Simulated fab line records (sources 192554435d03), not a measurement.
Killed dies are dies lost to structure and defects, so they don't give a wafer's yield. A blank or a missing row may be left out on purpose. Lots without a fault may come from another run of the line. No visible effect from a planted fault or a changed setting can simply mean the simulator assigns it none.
Chamber matching | flow n5-finfet | N5_BEOL_M11_ETCH_65 on rie-diel-02 has 4 sister chambers
The step etches SiARC in CF4, target depth 39 nm, time 65 s. 4 wafers are shown with their chamber, then 7 later ones without.

## WAFERS PAIRED WITH THEIR CHAMBERS
wafer  | chamber | showerhead-plenum-p-Torr (Torr)
L083.5 | 0       | 2.11
L083.6 | 1       | 2.24
L087.1 | 2       | 2.12
L087.4 | 3       | 2.11

## WAFERS WHOSE CHAMBER IS MISSING
wafer  | showerhead-plenum-p-Torr (Torr)
L087.6 | 2.11
L090.2 | 2.10
L090.5 | 2.10
L090.6 | 2.24
L097.1 | 2.10
L097.2 | 2.24
L097.6 | 2.10

## THE CHAMBER EACH PASSED THROUGH
wafer  | from the rows above          | in truth
L087.6 | can't be placed: 0 or 3 or 2 | 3
L090.2 | can't be placed: 0 or 3 or 2 | 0
L090.5 | can't be placed: 0 or 3 or 2 | 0
L090.6 | 1                            | 1
L097.1 | can't be placed: 0 or 3 or 2 | 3
L097.2 | 1                            | 1
L097.6 | can't be placed: 0 or 3 or 2 | 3
2 of 7 placed correctly. Not placeable from these rows: 5 (in 5, the candidates include the true chamber). 0 placed wrongly.
How it was worked out, from the rows above alone: a wafer's distance from a chamber is the root of the sum, over the readings, of the square of ((its reading less the chamber's mean) divided by the reading's scatter). If the next closest chamber is less than 2 further off than the closest, the wafer can't be placed; otherwise it belongs to the closest. The mean given for a chamber averages the wafers shown for that chamber. The scatter (one wafer shown for each chamber): square how far every hidden wafer sits from the nearest shown wafer, average those squares and take the square root.
